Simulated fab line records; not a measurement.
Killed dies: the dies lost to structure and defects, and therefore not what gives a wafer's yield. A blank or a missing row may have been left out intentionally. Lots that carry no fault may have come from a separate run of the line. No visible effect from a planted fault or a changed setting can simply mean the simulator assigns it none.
Which tool did it? || flow n5_finfet || Sampling: 11 lots, 33 wafers, 4 of 1938 route steps

WHAT THE GAUGES SHOWED, per wafer
The record holds no reading of a measuring or inspecting step that can be judged against a usual standard deviation.

WHAT TOOL EACH LOT RAN ON (gives the tool, then ch and the chambers of the sampled wafers, and finally the start)
{"lot": "L649", "N5_BEOL_M2_VIA_ETCH_34": "rie_diel-01 ch 0,2,3, day 6 12:59", "N5_PASSIVATION_STRIP_34": "rie_diel-01 ch 0,1,3, day 11 09:50", "N5_PASSIVATION_PASS_ETCH_47": "rie_diel-03 ch 0,2,3, day 11 11:44", "N5_PASSIVATION_PROBE_49": "-"}
{"lot": "L652", "N5_BEOL_M2_VIA_ETCH_34": "rie_diel-01 ch 0,1,3, day 7 11:51", "N5_PASSIVATION_STRIP_34": "rie_diel-03 ch 0,1,2, day 12 16:37", "N5_PASSIVATION_PASS_ETCH_47": "rie_diel-01 ch 1,2,3, day 12 17:55", "N5_PASSIVATION_PROBE_49": "-"}
{"lot": "L653", "N5_BEOL_M2_VIA_ETCH_34": "rie_diel-03 ch 0,2, day 7 21:30", "N5_PASSIVATION_STRIP_34": "rie_diel-04 ch 0,1, day 13 03:19", "N5_PASSIVATION_PASS_ETCH_47": "rie_diel-03 ch 0,1,2, day 13 04:38", "N5_PASSIVATION_PROBE_49": "-"}
{"lot": "L654", "N5_BEOL_M2_VIA_ETCH_34": "rie_diel-01 ch 0,2,3, day 7 21:32", "N5_PASSIVATION_STRIP_34": "rie_diel-01 ch 1,2,3, day 13 06:29", "N5_PASSIVATION_PASS_ETCH_47": "rie_diel-03 ch 0,2, day 13 07:49", "N5_PASSIVATION_PROBE_49": "-"}
{"lot": "L655", "N5_BEOL_M2_VIA_ETCH_34": "rie_diel-04 ch 0,1,3, day 8 03:39", "N5_PASSIVATION_STRIP_34": "rie_diel-03 ch 0,2,3, day 13 14:04", "N5_PASSIVATION_PASS_ETCH_47": "rie_diel-01 ch 0,2, day 13 15:20", "N5_PASSIVATION_PROBE_49": "-"}
{"lot": "L658", "N5_BEOL_M2_VIA_ETCH_34": "rie_diel-03 ch 0,3, day 9 00:46", "N5_PASSIVATION_STRIP_34": "rie_diel-01 ch 0,3, day 13 18:49", "N5_PASSIVATION_PASS_ETCH_47": "rie_diel-03 ch 1,2,3, day 13 20:01", "N5_PASSIVATION_PROBE_49": "prober-01, day 13 23:02"}
{"lot": "L660", "N5_BEOL_M2_VIA_ETCH_34": "rie_diel-03 ch 0,1, day 9 15:14", "N5_PASSIVATION_STRIP_34": "rie_diel-01 ch 1,3, day 14 12:14", "N5_PASSIVATION_PASS_ETCH_47": "rie_diel-01 ch 0,1,3, day 14 13:26", "N5_PASSIVATION_PROBE_49": "prober-02, day 14 16:27"}
{"lot": "L665", "N5_BEOL_M2_VIA_ETCH_34": "rie_diel-01 ch 1,2,3, day 10 18:16", "N5_PASSIVATION_STRIP_34": "rie_diel-04 ch 1,2, day 16 04:10", "N5_PASSIVATION_PASS_ETCH_47": "rie_diel-01 ch 0,3, day 16 05:22", "N5_PASSIVATION_PROBE_49": "prober-02, day 16 08:32"}
{"lot": "L666", "N5_BEOL_M2_VIA_ETCH_34": "rie_diel-01 ch 1,2,3, day 10 21:04", "N5_PASSIVATION_STRIP_34": "rie_diel-04 ch 0,2, day 16 07:46", "N5_PASSIVATION_PASS_ETCH_47": "rie_diel-01 ch 0,2, day 16 08:56", "N5_PASSIVATION_PROBE_49": "-"}
{"lot": "L669", "N5_BEOL_M2_VIA_ETCH_34": "rie_diel-04 ch 1,3, day 12 01:25", "N5_PASSIVATION_STRIP_34": "rie_diel-04 ch 0,3, day 17 03:33", "N5_PASSIVATION_PASS_ETCH_47": "rie_diel-01 ch 1,2,3, day 17 04:59", "N5_PASSIVATION_PROBE_49": "-"}
{"lot": "L670", "N5_BEOL_M2_VIA_ETCH_34": "rie_diel-01 ch 1,3, day 12 06:50", "N5_PASSIVATION_STRIP_34": "rie_diel-04 ch 1,2,3, day 17 05:21", "N5_PASSIVATION_PASS_ETCH_47": "rie_diel-03 ch 0,3, day 17 07:36", "N5_PASSIVATION_PROBE_49": "prober-01, day 17 10:37"}
- N5_BEOL_M2_VIA_ETCH_34: etches the open film in C4F6/O2, target depth 69.4 nm, time 65.9 s.
- N5_PASSIVATION_STRIP_34: strips in O2.
- N5_PASSIVATION_PASS_ETCH_47: etches SiNx in CF4/O2, target depth 770 nm, time 385 s.
- N5_PASSIVATION_PROBE_49

AS READ BY THE TOOLS THEMSELVES (means over the sampled wafers that have a number; for cases with no such wafer, the mark the record gives instead)
N5_BEOL_M2_VIA_ETCH_34. Usual: drypump_motor_current_A 5.7 A, standard deviation 0.47; oes_product_au 0.78 a.u., standard deviation 0.086; rf_vpp_V 675 V, standard deviation 19; showerhead_plenum_p_Torr 2.88 Torr, standard deviation 0.12; throttle_valve_pct 30.87 %, standard deviation 0.21.
{"lot": "L649", "tool": "rie_diel-01", "drypump_motor_current_A (A)": 5.7, "oes_product_au (a.u.)": 0.76, "rf_vpp_V (V)": 678, "showerhead_plenum_p_Torr (Torr)": 2.85, "throttle_valve_pct (%)": 30.94, "flag": ""}
{"lot": "L652", "tool": "rie_diel-01", "drypump_motor_current_A (A)": 6.0, "oes_product_au (a.u.)": 0.77, "rf_vpp_V (V)": 679, "showerhead_plenum_p_Torr (Torr)": 2.86, "throttle_valve_pct (%)": 30.82, "flag": ""}
{"lot": "L653", "tool": "rie_diel-03", "drypump_motor_current_A (A)": 6.2, "oes_product_au (a.u.)": 0.74, "rf_vpp_V (V)": 669, "showerhead_plenum_p_Torr (Torr)": 2.87, "throttle_valve_pct (%)": 30.86, "flag": ""}
{"lot": "L654", "tool": "rie_diel-01", "drypump_motor_current_A (A)": 5.7, "oes_product_au (a.u.)": 0.85, "rf_vpp_V (V)": 681, "showerhead_plenum_p_Torr (Torr)": 2.96, "throttle_valve_pct (%)": 30.88, "flag": ""}
{"lot": "L655", "tool": "rie_diel-04", "drypump_motor_current_A (A)": 5.5, "oes_product_au (a.u.)": 0.83, "rf_vpp_V (V)": 654, "showerhead_plenum_p_Torr (Torr)": 2.85, "throttle_valve_pct (%)": 30.81, "flag": ""}
{"lot": "L658", "tool": "rie_diel-03", "drypump_motor_current_A (A)": 5.8, "oes_product_au (a.u.)": 0.69, "rf_vpp_V (V)": 689, "showerhead_plenum_p_Torr (Torr)": 2.93, "throttle_valve_pct (%)": 31.17, "flag": ""}
{"lot": "L660", "tool": "rie_diel-03", "drypump_motor_current_A (A)": 5.6, "oes_product_au (a.u.)": 0.82, "rf_vpp_V (V)": 682, "showerhead_plenum_p_Torr (Torr)": 2.98, "throttle_valve_pct (%)": 30.61, "flag": ""}
{"lot": "L665", "tool": "rie_diel-01", "drypump_motor_current_A (A)": 5.5, "oes_product_au (a.u.)": 0.78, "rf_vpp_V (V)": 677, "showerhead_plenum_p_Torr (Torr)": 2.88, "throttle_valve_pct (%)": 30.87, "flag": ""}
{"lot": "L666", "tool": "rie_diel-01", "drypump_motor_current_A (A)": 5.5, "oes_product_au (a.u.)": 0.77, "rf_vpp_V (V)": 678, "showerhead_plenum_p_Torr (Torr)": 2.88, "throttle_valve_pct (%)": 30.86, "flag": ""}
{"lot": "L669", "tool": "rie_diel-04", "drypump_motor_current_A (A)": 5.5, "oes_product_au (a.u.)": 0.83, "rf_vpp_V (V)": 644, "showerhead_plenum_p_Torr (Torr)": 2.76, "throttle_valve_pct (%)": 30.77, "flag": ""}
{"lot": "L670", "tool": "rie_diel-01", "drypump_motor_current_A (A)": 5.7, "oes_product_au (a.u.)": 0.70, "rf_vpp_V (V)": 693, "showerhead_plenum_p_Torr (Torr)": 2.85, "throttle_valve_pct (%)": 30.85, "flag": ""}

N5_PASSIVATION_STRIP_34. Usual: drypump_motor_current_A 5.6 A, standard deviation 0.46; o2_flow_sccm 225.1 sccm, standard deviation 0.66; oes_product_au 0.79 a.u., standard deviation 0.085; rf_vpp_V 3.7 V, standard deviation 1.5; showerhead_plenum_p_Torr 2.11 Torr, standard deviation 0.084; throttle_valve_pct 16.64 %, standard deviation 0.16.
{"lot": "L649", "tool": "rie_diel-01", "drypump_motor_current_A (A)": 6.0, "o2_flow_sccm (sccm)": 225.4, "oes_product_au (a.u.)": 0.73, "rf_vpp_V (V)": 2.8, "showerhead_plenum_p_Torr (Torr)": 2.09, "throttle_valve_pct (%)": 16.66, "flag": ""}
{"lot": "L652", "tool": "rie_diel-03", "drypump_motor_current_A (A)": 5.8, "o2_flow_sccm (sccm)": 225.0, "oes_product_au (a.u.)": 0.74, "rf_vpp_V (V)": 2.5, "showerhead_plenum_p_Torr (Torr)": 2.11, "throttle_valve_pct (%)": 16.72, "flag": ""}
{"lot": "L653", "tool": "rie_diel-04", "drypump_motor_current_A (A)": 5.7, "o2_flow_sccm (sccm)": 225.1, "oes_product_au (a.u.)": 0.87, "rf_vpp_V (V)": 4.2, "showerhead_plenum_p_Torr (Torr)": 2.10, "throttle_valve_pct (%)": 16.57, "flag": ""}
{"lot": "L654", "tool": "rie_diel-01", "drypump_motor_current_A (A)": 5.5, "o2_flow_sccm (sccm)": 224.9, "oes_product_au (a.u.)": 0.74, "rf_vpp_V (V)": 3.0, "showerhead_plenum_p_Torr (Torr)": 2.11, "throttle_valve_pct (%)": 16.72, "flag": ""}
{"lot": "L655", "tool": "rie_diel-03", "drypump_motor_current_A (A)": 6.0, "o2_flow_sccm (sccm)": 225.2, "oes_product_au (a.u.)": 0.80, "rf_vpp_V (V)": 2.0, "showerhead_plenum_p_Torr (Torr)": 2.08, "throttle_valve_pct (%)": 16.81, "flag": ""}
{"lot": "L658", "tool": "rie_diel-01", "drypump_motor_current_A (A)": 6.0, "o2_flow_sccm (sccm)": 224.4, "oes_product_au (a.u.)": 0.71, "rf_vpp_V (V)": 3.2, "showerhead_plenum_p_Torr (Torr)": 2.13, "throttle_valve_pct (%)": 16.64, "flag": ""}
{"lot": "L660", "tool": "rie_diel-01", "drypump_motor_current_A (A)": 5.7, "o2_flow_sccm (sccm)": 224.8, "oes_product_au (a.u.)": 0.79, "rf_vpp_V (V)": 4.3, "showerhead_plenum_p_Torr (Torr)": 2.16, "throttle_valve_pct (%)": 16.53, "flag": ""}
{"lot": "L665", "tool": "rie_diel-04", "drypump_motor_current_A (A)": 5.3, "o2_flow_sccm (sccm)": 225.4, "oes_product_au (a.u.)": 0.80, "rf_vpp_V (V)": 4.4, "showerhead_plenum_p_Torr (Torr)": 2.12, "throttle_valve_pct (%)": 16.44, "flag": ""}
{"lot": "L666", "tool": "rie_diel-04", "drypump_motor_current_A (A)": 5.2, "o2_flow_sccm (sccm)": 225.6, "oes_product_au (a.u.)": 0.79, "rf_vpp_V (V)": 3.1, "showerhead_plenum_p_Torr (Torr)": 2.18, "throttle_valve_pct (%)": 16.42, "flag": ""}
{"lot": "L669", "tool": "rie_diel-04", "drypump_motor_current_A (A)": 5.2, "o2_flow_sccm (sccm)": 225.7, "oes_product_au (a.u.)": 0.71, "rf_vpp_V (V)": 3.5, "showerhead_plenum_p_Torr (Torr)": 2.06, "throttle_valve_pct (%)": 16.81, "flag": ""}
{"lot": "L670", "tool": "rie_diel-04", "drypump_motor_current_A (A)": 5.3, "o2_flow_sccm (sccm)": 225.5, "oes_product_au (a.u.)": 0.75, "rf_vpp_V (V)": 4.1, "showerhead_plenum_p_Torr (Torr)": 2.06, "throttle_valve_pct (%)": 16.62, "flag": ""}

N5_PASSIVATION_PASS_ETCH_47. Usual: drypump_motor_current_A 5.7 A, standard deviation 0.47; oes_product_au 0.81 a.u., standard deviation 0.084; rf_vpp_V 244 V, standard deviation 7; showerhead_plenum_p_Torr 2.26 Torr, standard deviation 0.086; throttle_valve_pct 15.85 %, standard deviation 0.22.
{"lot": "L649", "tool": "rie_diel-03", "drypump_motor_current_A (A)": 6.0, "oes_product_au (a.u.)": 0.70, "rf_vpp_V (V)": 246, "showerhead_plenum_p_Torr (Torr)": 2.22, "throttle_valve_pct (%)": 16.22, "flag": ""}
{"lot": "L652", "tool": "rie_diel-01", "drypump_motor_current_A (A)": 5.5, "oes_product_au (a.u.)": 0.76, "rf_vpp_V (V)": 245, "showerhead_plenum_p_Torr (Torr)": 2.23, "throttle_valve_pct (%)": 15.98, "flag": ""}
{"lot": "L653", "tool": "rie_diel-03", "drypump_motor_current_A (A)": 5.9, "oes_product_au (a.u.)": 0.74, "rf_vpp_V (V)": 244, "showerhead_plenum_p_Torr (Torr)": 2.23, "throttle_valve_pct (%)": 16.01, "flag": ""}
{"lot": "L654", "tool": "rie_diel-03", "drypump_motor_current_A (A)": 6.1, "oes_product_au (a.u.)": 0.71, "rf_vpp_V (V)": 242, "showerhead_plenum_p_Torr (Torr)": 2.15, "throttle_valve_pct (%)": 16.05, "flag": ""}
{"lot": "L655", "tool": "rie_diel-01", "drypump_motor_current_A (A)": 5.5, "oes_product_au (a.u.)": 0.83, "rf_vpp_V (V)": 241, "showerhead_plenum_p_Torr (Torr)": 2.30, "throttle_valve_pct (%)": 15.93, "flag": ""}
{"lot": "L658", "tool": "rie_diel-03", "drypump_motor_current_A (A)": 5.6, "oes_product_au (a.u.)": 0.84, "rf_vpp_V (V)": 248, "showerhead_plenum_p_Torr (Torr)": 2.23, "throttle_valve_pct (%)": 15.92, "flag": ""}
{"lot": "L660", "tool": "rie_diel-01", "drypump_motor_current_A (A)": 6.0, "oes_product_au (a.u.)": 0.81, "rf_vpp_V (V)": 247, "showerhead_plenum_p_Torr (Torr)": 2.28, "throttle_valve_pct (%)": 15.75, "flag": ""}
{"lot": "L665", "tool": "rie_diel-01", "drypump_motor_current_A (A)": 6.2, "oes_product_au (a.u.)": 0.81, "rf_vpp_V (V)": 247, "showerhead_plenum_p_Torr (Torr)": 2.23, "throttle_valve_pct (%)": 15.71, "flag": ""}
{"lot": "L666", "tool": "rie_diel-01", "drypump_motor_current_A (A)": 5.5, "oes_product_au (a.u.)": 0.80, "rf_vpp_V (V)": 240, "showerhead_plenum_p_Torr (Torr)": 2.29, "throttle_valve_pct (%)": 15.97, "flag": ""}
{"lot": "L669", "tool": "rie_diel-01", "drypump_motor_current_A (A)": 5.5, "oes_product_au (a.u.)": 0.88, "rf_vpp_V (V)": 247, "showerhead_plenum_p_Torr (Torr)": 2.31, "throttle_valve_pct (%)": 15.69, "flag": ""}
{"lot": "L670", "tool": "rie_diel-03", "drypump_motor_current_A (A)": 5.8, "oes_product_au (a.u.)": 0.89, "rf_vpp_V (V)": 249, "showerhead_plenum_p_Torr (Torr)": 2.26, "throttle_valve_pct (%)": 16.01, "flag": ""}

N5_PASSIVATION_PROBE_49. Usual: defect_limited_yield 91.4 %, standard deviation 1.6; killed_at_M0_to_M3 31, standard deviation 11; killed_at_M4_up 14, standard deviation 5.7; killed_at_contacts 12, standard deviation 6; killed_at_front_end 41, standard deviation 13; killed_at_other 3.3, standard deviation 2.8; killed_dies 101, standard deviation 19; killed_open 67, standard deviation 14; killed_short 33, standard deviation 8.2; sort_bin_4_leakage 0.0 %, standard deviation 0.37; sort_bin_5_function 5.0 %, standard deviation 1.1; sort_bin_6_memory 3.3 %, standard deviation 0.74; sort_n_pass 1078, standard deviation 20; sort_yield_pct 91.3 %, standard deviation 1.7.
{"lot": "L658", "tool": "prober-01", "defect_limited_yield (%)": 84.4, "killed_at_M0_to_M3": 131, "killed_at_M4_up": 14, "killed_at_contacts": 9, "killed_at_front_end": 26, "killed_at_other": 3.3, "killed_dies": 184, "killed_open": 47, "killed_short": 20, "sort_bin_4_leakage (%)": 0.0, "sort_bin_5_function (%)": 9.9, "sort_bin_6_memory (%)": 3.2, "sort_n_pass": 996, "sort_yield_pct (%)": 84.4, "flag": "OFF"}
{"lot": "L660", "tool": "prober-02", "defect_limited_yield (%)": 79.6, "killed_at_M0_to_M3": 180, "killed_at_M4_up": 16, "killed_at_contacts": 15, "killed_at_front_end": 24, "killed_at_other": 6.3, "killed_dies": 241, "killed_open": 72, "killed_short": 29, "sort_bin_4_leakage (%)": 0.0, "sort_bin_5_function (%)": 12.3, "sort_bin_6_memory (%)": 4.6, "sort_n_pass": 939, "sort_yield_pct (%)": 79.6, "flag": "OFF"}
{"lot": "L665", "tool": "prober-02", "defect_limited_yield (%)": 91.6, "killed_at_M0_to_M3": 34, "killed_at_M4_up": 20, "killed_at_contacts": 18, "killed_at_front_end": 26, "killed_at_other": 1.0, "killed_dies": 100, "killed_open": 66, "killed_short": 32, "sort_bin_4_leakage (%)": 0.0, "sort_bin_5_function (%)": 5.2, "sort_bin_6_memory (%)": 2.9, "sort_n_pass": 1080, "sort_yield_pct (%)": 91.6, "flag": ""}
{"lot": "L670", "tool": "prober-01", "defect_limited_yield (%)": 91.3, "killed_at_M0_to_M3": 22, "killed_at_M4_up": 19, "killed_at_contacts": 17, "killed_at_front_end": 43, "killed_at_other": 3.0, "killed_dies": 103, "killed_open": 71, "killed_short": 30, "sort_bin_4_leakage (%)": 0.0, "sort_bin_5_function (%)": 5.3, "sort_bin_6_memory (%)": 3.2, "sort_n_pass": 1076, "sort_yield_pct (%)": 91.2, "flag": ""}

THE ANSWER, worked out from the rows above alone
Rule: lot off if the mean of its wafers having a number is beyond 3 standard deviations from the usual mean. A lot without any number at a reading at which 4 lots or more have one is off too. Any other lot the step has rows for is counted as sound. Order of review: gauges by route order, followed by the tools' own readings, for which a lot's mean as printed above is used. At the first step where some lot is off, the reading lying furthest off is the one used; lots without a number count as furthest.
Off: L658, L660, at N5_PASSIVATION_PROBE_49 (killed_at_M0_to_M3). Neither off nor sound, because the step has no rows for them: L649, L652, L653, L654, L655, L666, L669.
If a tool, at that step or one of the process steps before it, ran each lot that is off and ran no sound lot following the first of them, it fits. This does not decide it: 2 tools fit, namely rie_diel-03 at N5_BEOL_M2_VIA_ETCH_34 and rie_diel-01 at N5_PASSIVATION_STRIP_34.

WHAT WAS PUT IN BY THE SIMULATOR
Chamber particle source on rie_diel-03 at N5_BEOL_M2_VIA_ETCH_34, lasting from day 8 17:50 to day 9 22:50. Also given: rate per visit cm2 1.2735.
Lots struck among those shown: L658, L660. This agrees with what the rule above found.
